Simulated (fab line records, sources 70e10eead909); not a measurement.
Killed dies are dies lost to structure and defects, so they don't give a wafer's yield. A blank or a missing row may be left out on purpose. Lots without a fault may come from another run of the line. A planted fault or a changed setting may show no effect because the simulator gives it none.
Tool commonality check | flow nand_harc | 3 lots, 9 wafers sampled

WHY IT WAS OPENED
At NHARC_END_SORT_01 the reading killed_at_periphery is flagged on 3 of 3 lots. Wafers without a fault read 3.2, standard deviation 2.
Rule: a lot is flagged when every wafer of it that has a number lies more than 4 standard deviations from that mean, or none has a number. The other lots count as sound.

lot  | measured     | on        | killed_at_periphery, wafer by wafer | flag
L196 | day 21 13:43 | prober-02 | 660 655 668                         | FLAGGED
L195 | day 21 14:29 | prober-01 | 630 617 634                         | FLAGGED
L198 | day 21 20:42 | prober-01 | 647 650 641                         | FLAGGED
The numbers of the flagged lots are 644.7 on average: +641.5 against the usual, or +99 or more standard deviations.

WHICH TOOL RAN EACH LOT
The record holds 4 process steps before the reading, out of a route of 1159 steps. In each cell: the tool, then ch and the chambers that the sampled wafers went through, then the start.
lot  | flag    | NHARC_P_ZERO_WELL_DESCUM_39       | NHARC_P_STI_DESCUM_14             | NHARC_P_GATE_HM_OPEN_105          | NHARC_P_GATE_STRIP_108
L196 | FLAGGED | rie_diel-07 ch 0,3, day 3 22:26   | rie_diel-03 ch 0,1,3, day 4 17:18 | rie_diel-11 ch 0,2,3, day 6 20:00 | rie_diel-11 ch 0,1,2, day 6 20:34
L195 | FLAGGED | rie_diel-10 ch 0,2, day 3 16:25   | rie_diel-06 ch 0,2,3, day 4 13:34 | rie_diel-02 ch 1,3, day 6 20:00   | rie_diel-11 ch 0,2, day 6 20:44
L198 | FLAGGED | rie_diel-10 ch 0,1,3, day 4 10:28 | rie_diel-01 ch 1,2,3, day 5 04:55 | rie_diel-12 ch 0,3, day 7 13:00   | rie_diel-12 ch 0,2,3, day 7 14:16
What these steps do:
- NHARC_P_ZERO_WELL_DESCUM_39: chemistry O2, time 3 s.
- NHARC_P_STI_DESCUM_14: chemistry O2, time 3 s.
- NHARC_P_GATE_HM_OPEN_105: chemistry O2/COS, target depth 360 nm.
- NHARC_P_GATE_STRIP_108: strips in O2.
- NHARC_END_SORT_01

FLAGGED OVER TOTAL, TOOL BY TOOL (the gauges that took the reading come last)
step                        | tool        | lots run | flagged | share of the flagged lots | sound lots run after its first flagged lot
NHARC_P_ZERO_WELL_DESCUM_39 | rie_diel-07 | 1        | 1       | some                      | 0
NHARC_P_ZERO_WELL_DESCUM_39 | rie_diel-10 | 2        | 2       | some                      | 0
NHARC_P_STI_DESCUM_14       | rie_diel-01 | 1        | 1       | some                      | 0
NHARC_P_STI_DESCUM_14       | rie_diel-03 | 1        | 1       | some                      | 0
NHARC_P_STI_DESCUM_14       | rie_diel-06 | 1        | 1       | some                      | 0
NHARC_P_GATE_HM_OPEN_105    | rie_diel-02 | 1        | 1       | some                      | 0
NHARC_P_GATE_HM_OPEN_105    | rie_diel-11 | 1        | 1       | some                      | 0
NHARC_P_GATE_HM_OPEN_105    | rie_diel-12 | 1        | 1       | some                      | 0
NHARC_P_GATE_STRIP_108      | rie_diel-11 | 2        | 2       | some                      | 0
NHARC_P_GATE_STRIP_108      | rie_diel-12 | 1        | 1       | some                      | 0
NHARC_END_SORT_01           | prober-01   | 2        | 2       | some                      | 0
NHARC_END_SORT_01           | prober-02   | 1        | 1       | some                      | 0

WHAT THE TABLE ALLOWS
No row of the table ran every flagged lot.

WHAT THE SIMULATOR HAD PUT IN
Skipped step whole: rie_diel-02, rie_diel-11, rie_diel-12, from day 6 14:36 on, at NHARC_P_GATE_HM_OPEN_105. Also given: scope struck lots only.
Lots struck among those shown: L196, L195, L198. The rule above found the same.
